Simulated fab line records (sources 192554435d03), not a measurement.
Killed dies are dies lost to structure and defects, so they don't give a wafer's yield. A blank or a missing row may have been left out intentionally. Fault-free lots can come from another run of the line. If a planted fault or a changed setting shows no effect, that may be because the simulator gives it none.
Which of the tools did it?	flow n5-finfet	9 lots with 27 wafers sampled at 4 steps, on a route of 1938 steps

## WHAT THE GAUGES SHOWED, per wafer
N5_STI_FIN_REVEAL_INSPECT_13: inspects for defects (darkfield).
lot	measured	on	raw-defect-count
L406	day 2 13:23	defect-inspect-01	9 17 6
L407	day 2 18:53	defect-inspect-02	18 8 5
L411	day 3 19:49	defect-inspect-01	16 14 10
L414	day 4 13:19	defect-inspect-02	10 16 8
L415	day 4 20:05	defect-inspect-01	16 12 9
L417	day 5 07:48	defect-inspect-01	17 17 14
L420	day 6 05:19	defect-inspect-02	7 16 4
L424	day 7 00:29	defect-inspect-02	14 18 10
L425	day 7 07:46	defect-inspect-01	18 7 1350

## TOOL THAT RAN EACH LOT (tool first, then ch and the chambers of the sampled wafers, then the start)
lot	N5_FIN_CUT_ETCH_21	N5_STI_FIN_REVEAL_ALD_00	N5_STI_FIN_REVEAL_OXIDATION_31
L406	rie-diel-06 ch 1,2,3, day 2 02:35	ald-sin-02 ch 0,1,3, day 2 04:36	plasma-asher-01 ch 0,1, day 2 12:45
L407	rie-diel-01 ch 0,2, day 2 09:08	ald-sin-01 ch 0,1,3, day 2 10:02	plasma-asher-01 ch 0,1, day 2 18:10
L411	rie-diel-06 ch 1,2,3, day 3 09:19	ald-sin-02 ch 0,1,3, day 3 10:46	plasma-asher-02 ch 0,1, day 3 19:12
L414	rie-diel-02 ch 0,1, day 4 03:18	ald-sin-02 ch 0,3, day 4 04:24	plasma-asher-02 ch 0,1, day 4 12:41
L415	rie-diel-06 ch 0,1,2, day 4 10:28	ald-sin-01 ch 1,2,3, day 4 11:21	plasma-asher-01 ch 0,1, day 4 19:27
L417	rie-diel-01 ch 0,1, day 4 21:37	ald-sin-01 ch 0,3, day 4 22:59	plasma-asher-02 ch 0,1, day 5 07:10
L420	rie-diel-06 ch 0,1, day 5 18:32	ald-sin-01 ch 0,3, day 5 19:25	plasma-asher-02 ch 0,1, day 6 04:37
L424	rie-diel-02 ch 0,2, day 6 14:44	ald-sin-04 ch 0,1,3, day 6 15:36	plasma-asher-02 ch 1, day 6 23:46
L425	rie-diel-02 ch 0,2,3, day 6 22:13	ald-sin-04 ch 0,2,3, day 6 23:05	plasma-asher-01 ch 0,1, day 7 07:08
- N5_FIN_CUT_ETCH_21: etches SOC in N2/H2, target depth 219 nm, overetch 43.8 nm, time 523.5 s.
- N5_STI_FIN_REVEAL_ALD_00: deposits SiO2, target thk 1 nm, pulse time 1 s.
- N5_STI_FIN_REVEAL_OXIDATION_31: chemistry O2 PLASMA REMOTE, time 20 s.

## THE ANSWER, worked out from the rows above alone
Rule: the usual values come from the lots themselves. The widest of any qualifying gaps counts: lots, ordered by their means at a reading, are off when they make up no more than a third of the lots, leave a main group of 4 or more, and stand apart from it by 3 or more times the standard deviation of that group's means. A main group is skipped when, at the precision printed for the reading in the tables above, its means are all equal. Also off: a lot with no number at a reading for which 4 or more lots have one. Any other lot the step has rows for is counted as sound.
Off: L425, at N5_STI_FIN_REVEAL_INSPECT_13 (raw-defect-count). Mean 12 and standard deviation 2.1 in the main group.
A tool fits if, at a process step before that reading, it ran every lot that is off, and no sound lot after the first of them. Gauges at N5_STI_FIN_REVEAL_INSPECT_13: tried the same way as those tools. Can't be told from this: 4 tools fit, rie-diel-02 at N5_FIN_CUT_ETCH_21, ald-sin-04 at N5_STI_FIN_REVEAL_ALD_00, plasma-asher-01 at N5_STI_FIN_REVEAL_OXIDATION_31, defect-inspect-01 at N5_STI_FIN_REVEAL_INSPECT_13.

## WHAT THE SIMULATOR HAD PUT IN
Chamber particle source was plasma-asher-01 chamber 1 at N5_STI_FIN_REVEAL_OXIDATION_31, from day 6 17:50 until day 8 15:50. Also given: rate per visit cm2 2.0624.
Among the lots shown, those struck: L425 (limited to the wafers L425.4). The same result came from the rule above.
